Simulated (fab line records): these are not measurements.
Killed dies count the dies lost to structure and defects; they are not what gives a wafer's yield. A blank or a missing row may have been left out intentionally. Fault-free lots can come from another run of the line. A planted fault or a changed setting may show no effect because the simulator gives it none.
A struck lot beside a sound one	flow n5 finfet	16 out of 1938 route steps
Sound: wafers L559.1, L559.5, L559.6. Struck: wafer L546.3 (L546.1, L546.6, from the same lot, were not struck and are left out); the cause is given at the end.
Each step with rows lists, per side, the tool, then ch with its chambers, then its first start. Under that, the readings that differ: sound wafers	struck wafers	difference of the means	sigmas: that difference in standard deviations of wafers without a fault.
alike: a reading whose means differ by less than 2 such deviations, as well as words and numbers matching on both sides. not compared: withheld readings; readings where some wafer has no value; bounds like >300 that might hide an equal value; numbers whose values overlap and for which the record gives no deviation.
A row with sigmas, a row that says differs or no value, or rows on one side alone: a step with any of these is where the two part. Numbers that don't overlap but have no deviation are shown without sigmas and don't part them. A reading that every wafer of one side lacks parts them only if that side has two wafers or more.

first, 8 steps without rows for these wafers: N5_FIN_CUT_COAT_19 (time 60 s, resist thk 20 nm); N5_FIN_CUT_COAT_29 (time 60 s, resist thk 10 nm); N5_FIN_CUT_COAT_02 (resist thk 30 nm); N5_FIN_CUT_EBR_04; N5_FIN_CUT_SOFTBAKE_03 (time 60 s); N5_FIN_CUT_EXPOSE_05 (exposes mask FIN CUT); N5_FIN_CUT_PEB_06 (peb time 60 s); N5_FIN_CUT_DEVELOP_07 (develop time 30 s).
N5_FIN_CUT_CD_MEAS_08: the cd target is 29.1 nm.
  sound on cd sem-03 ch 0, day 7 03:11; struck on cd sem-03 ch 0, day 3 20:13
  alike: cd nm
N5_FIN_CUT_OVL_MEAS_09:
  sound on overlay-02 ch 0, day 7 03:13; struck on overlay-02 ch 0, day 3 20:15
  alike: FIN_CUT_OVL
N5_FIN_CUT_INSPECT_10: inspects for defects (brightfield).
  sound: defect inspect-01 at day 7 03:17; struck: defect inspect-02 at day 3 20:19
  alike: raw defect count
N5_FIN_CUT_DESCUM_13: chemistry O2, time 7 s.
  sound on rie diel-02 ch 0,1, day 7 03:19; struck on rie diel-02 ch 3, day 3 20:21
reading	sound	struck	difference	sigmas
throttle valve pct (%)	20.60 20.59 20.80	20.14	-0.52	-3
  alike: drypump motor current A, oes product au, rf fwd power W, rf vpp V, showerhead plenum p Torr
  not compared: rf hours counter h
N5_FIN_CUT_ETCH_30: etches underlayer in N2/H2, target depth 13 nm, time 10.4 s.
  sound on rie diel-02 ch 0,1, day 7 03:21; struck on rie diel-02 ch 3, day 3 20:23
reading	sound	struck	difference	sigmas
etch rf on time s (s)	10.48 10.45 10.20	13.80	+3.42	+23
oes product au (a.u.)	0.62 0.63 0.68	0.55	-0.09	-2
throttle valve pct (%)	18.03 18.02 18.19	17.71	-0.37	-2
  alike: drypump motor current A, rf fwd power W, rf vpp V, showerhead plenum p Torr
  not compared: rf hours counter h
N5_FIN_CUT_ETCH_20: etches SiARC in CF4, target depth 26 nm, time 43.3 s.
  sound on rie diel-02 ch 0,1, day 7 03:22; struck on rie diel-02 ch 3, day 3 20:24
reading	sound	struck	difference	sigmas
rf fwd power W (W)	534 534 537	526	-9	-3
throttle valve pct (%)	15.79 15.78 15.87	15.47	-0.34	-2
  alike: drypump motor current A, etch rf on time s, oes product au, rf vpp V, showerhead plenum p Torr
  not compared: rf hours counter h
-- a jump in the record: the struck wafers' starts before and after are 5 days apart (it breaks off in module FIN_CUT and resumes in module BEOL_M4, where the first step shown is number 1111 of the route) --
N5_BEOL_M4_RC_MEAS_101:
  sound on prober-02 ch 0, day 12 23:56; struck on prober-02 ch 0, day 9 06:01
reading	sound	struck	difference	sigmas
DIBL_P (mV/V)	35.5 34.7 33.1	38.3	+3.9	+2
  alike: DIBL_N, IOFF_N, IOFF_P, ION_N, ION_P, SS_N, SS_P, VT_N, VT_P
-- the record jumps here: 4 days lie between the struck wafers' starts before and after (it left off in module BEOL_M4 and takes up again in module PASSIVATION, whose first step shown is number 1936 of the route) --
N5_PASSIVATION_PROBE_49:
  sound: prober-01 at day 17 02:52; struck: prober-02 at day 13 15:38
reading	sound	struck	difference	sigmas
defect limited yield (%)	94.1 93.3 92.3	88.6	-4.6	-3
killed_at_M0_to_M3	26 24 20	53	+30	+3
killed at front end	21 38 42	62	+28	+3
killed dies	70 79 91	135	+55	+3
killed open	52 46 55	89	+38	+3
killed short	16 31 32	46	+20	+2
sort_bin_5_function (%)	3.6 4.2 4.2	6.1	+2.1	+2
sort_bin_6_memory (%)	2.0 2.5 3.2	4.9	+2.3	+3
sort n pass	1110 1101 1089	1045	-55	-3
sort yield pct (%)	94.1 93.3 92.3	88.6	-4.6	-3
  alike: killed_at_M4_up, killed at contacts, killed at other, sort_bin_4_leakage

## WHERE THEY PART
First at N5_FIN_CUT_DESCUM_13; last, within this record, at N5_PASSIVATION_PROBE_49.

WHY: what had been put in by the simulator
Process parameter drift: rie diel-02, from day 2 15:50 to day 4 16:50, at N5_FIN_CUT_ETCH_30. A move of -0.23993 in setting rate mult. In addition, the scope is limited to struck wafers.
